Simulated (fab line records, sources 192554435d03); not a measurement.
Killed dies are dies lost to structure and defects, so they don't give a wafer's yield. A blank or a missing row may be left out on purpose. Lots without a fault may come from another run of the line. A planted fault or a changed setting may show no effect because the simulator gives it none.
Chamber matching | flow n5_finfet | N5_FIN_SAQP_MANDREL1_REMOVE_56 on rie_si-02: 4 sister chambers
The step chemistry HBr/Cl2/O2, target a-Si, stops on SiNx, bt time 10 s. 4 wafers are shown with their chamber, then 6 later ones without.

WAFERS WITH THEIR CHAMBER
wafer  | chamber | drypump_motor_current_A (A)
L786.1 | 0       | 5.2
L786.5 | 3       | 5.6
L788.5 | 1       | 6.0
L792.4 | 2       | 5.4

WAFERS WITHOUT THEIR CHAMBER
wafer  | drypump_motor_current_A (A)
L792.6 | 5.6
L794.2 | 5.2
L794.3 | 5.4
L794.6 | 5.2
L796.1 | 5.4
L796.3 | 6.1

WHICH CHAMBER EACH WENT THROUGH
wafer  | from the rows above | in truth
L792.6 | 3                   | 3
L794.2 | 0                   | 0
L794.3 | 2                   | 2
L794.6 | 0                   | 0
L796.1 | 2                   | 2
L796.3 | 1                   | 1
Placed correctly: 6 of 6. Can't be placed from these rows: 0. Placed wrongly: 0.
How it was worked out, from the rows above alone: a wafer's distance from a chamber is the root of the sum, over the readings, of the square of ((its reading less the chamber's mean) divided by the reading's scatter). The wafer belongs to the nearest chamber; if the next one is less than 2 further off, it can't be placed. A chamber's mean is the mean of its shown wafers. The scatter: with one shown wafer a chamber, the root of the mean of the squares of how far each hidden wafer lies from its nearest shown one.
